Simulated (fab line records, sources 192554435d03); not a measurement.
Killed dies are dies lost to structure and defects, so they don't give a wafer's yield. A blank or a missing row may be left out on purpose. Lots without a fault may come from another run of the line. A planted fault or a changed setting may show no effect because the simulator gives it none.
Split-lot experiment | flow n5_finfet | 7 lots, 21 wafers read, on a route of 1938 steps

THE SPLIT
At N5_BEOL_M0_SAQP_HM_DEP_111 (deposits SiO2 from SiH4/N2O, target thk 12 nm, time 7.2 s), the setting time_s was moved away from the recipe's 7.2 s on 5 of the 21 wafers read, by -9.5% to +13.8%. The other wafers ran this setting at the recipe's value.

FROM THE SPLIT TO THE READING: what the file shows between them, 4 steps
- N5_BEOL_M0_SAQP_COAT_81: time 60 s, resist thk 100 nm
- N5_BEOL_M0_SAQP_COAT_82: time 60 s, resist thk 30 nm
- N5_BEOL_M0_SAQP_ETCH_84: etches SOC in N2/H2, target depth 100 nm, overetch 20 nm, time 150 s
- N5_BEOL_M0_SAQP_STRIP_80: strips in N2/H2

THE READING
etch.depth_nm (the simulator's own value, which no gauge read), in nm, at N5_BEOL_M0_SAQP_HM_OPEN_112 (chemistry CHF3/O2, target SiO2, stops on a-Si, target depth 12 nm, time 13.5 s). The file gives no usual value for it. The 16 wafers here that ran the recipe average 12.05 nm, standard deviation 0.15 nm.

wafer  | tool, chamber at the split | time_s as run, s | against the recipe | etch.depth_nm, nm | against lot-mates on the recipe
L076.1 | pecvd-01, 2,0              | 6.513            | -9.5%              | 10.59             | -1.26
L076.3 | pecvd-01, 2,0              | 6.513            | -9.5%              | 10.68             | -1.17
L076.4 | pecvd-01, 2                | 7.2              | recipe             | 11.85             | -
L079.2 | pecvd-02, 0                | 7.2              | recipe             | 11.9              | -
L079.4 | pecvd-02, 0,1              | 7.2              | recipe             | 12.23             | -
L079.6 | pecvd-02, 0,1              | 7.2              | recipe             | 12.16             | -
L080.4 | pecvd-01, 2                | 7.2              | recipe             | 11.86             | -
L080.5 | pecvd-01, 0,1              | 7.2              | recipe             | 11.99             | -
L080.6 | pecvd-01, 0,1              | 7.2              | recipe             | 11.99             | -
L081.1 | pecvd-03, 2                | 8.193            | +13.8%             | 13.71             | +1.52
L081.3 | pecvd-03, 0                | 7.2              | recipe             | 12.22             | -
L081.6 | pecvd-03, 0                | 7.2              | recipe             | 12.16             | -
L089.1 | pecvd-03, 1                | 8.017            | +11.3%             | 13.51             | +1.36
L089.4 | pecvd-03, 1                | 8.017            | +11.3%             | 13.81             | +1.66
L089.5 | pecvd-03, 2                | 7.2              | recipe             | 12.15             | -
L093.1 | pecvd-01, 2                | 7.2              | recipe             | 11.95             | -
L093.2 | pecvd-01, 0                | 7.2              | recipe             | 11.87             | -
L093.5 | pecvd-01, 2                | 7.2              | recipe             | 11.93             | -
L094.1 | pecvd-03, 2                | 7.2              | recipe             | 12.08             | -
L094.2 | pecvd-03, 0                | 7.2              | recipe             | 12.14             | -
L094.4 | pecvd-03, 0                | 7.2              | recipe             | 12.38             | -
Where a row lists several chambers, the file gives one row for several wafers and doesn't say which wafer went through which chamber.

THE FIT
A straight line over all 21 wafers: etch.depth_nm changes by +0.138 nm for each +1% of time_s; r = +0.98; the points scatter about the line by 0.16 nm.
The same after taking each lot's own level away (the mean of its wafers on the recipe; 21 wafers): +0.125 nm for each +1%; r = +0.99; scatter 0.11 nm.
On that fit, the largest move of time_s shifts the reading by 1.7 nm.
The lots' own levels span 11.850 to 12.200 nm, that is 2.3 times the standard deviation above.
So the lot-to-lot level changes the slope: the two fits differ.
Check: with one of the wafers moved furthest among these (+13.8%) left out of the fit, the line predicts +1.81 nm for it against its lot-mates. It came out at +1.52 nm against them.

OTHER SPLITS ON THESE WAFERS
These wafers also went through other splits before the reading. Each is held against what the fit with the lots' levels taken away leaves over:
other split on the same wafers       | wafers away from the commonest value | r with etch.depth_nm (lot level and that fit taken away)
N5_SD_EPI_P_EPI_21 epi_growth_time_s | 9                                    | -0.09
N5_SD_ACTIVATION_LSA_01 temp_c       | 4                                    | +0.32
N5_GATE_CUT_ETCH_58 time_s           | 7                                    | +0.17
N5_GATE_CUT_ALD_22 ald_cycles        | 4                                    | +0.23
N5_GATE_CUT_CMP_23 down_force_psi    | 10                                   | +0.46
N5_MOL_CONTACT_COAG_ALD_27 time_s    | 2                                    | -0.53
N5_BEOL_M0_SAQP_PECVD_03 time_s      | 7                                    | -0.26

THE WHOLE CHAIN: every reading that the file lists as answering this split, in the file's order
step                        | what it does                                                                   | reading                                                                                 | change (the file's fit)               | r (the file's)
N5_BEOL_M0_SAQP_HM_DEP_111  | deposits SiO2 from SiH4/N2O, target thk 12 nm, time 7.2 s                      | SiO2_of_BEOL_M0_SAQP_HM_DEP_111.thk_nm (the simulator's own value, which no gauge read) | +0.123 nm for each +1% of the setting | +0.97
N5_BEOL_M0_SAQP_HM_OPEN_112 | chemistry CHF3/O2, target SiO2, stops on a-Si, target depth 12 nm, time 13.5 s | etch.depth_nm (the simulator's own value, which no gauge read)                          | +0.121 nm for each +1% of the setting | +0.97

THE FILE'S OWN FIT
etch.depth_nm changes by +0.121 nm for each +1% of time_s, r = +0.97.
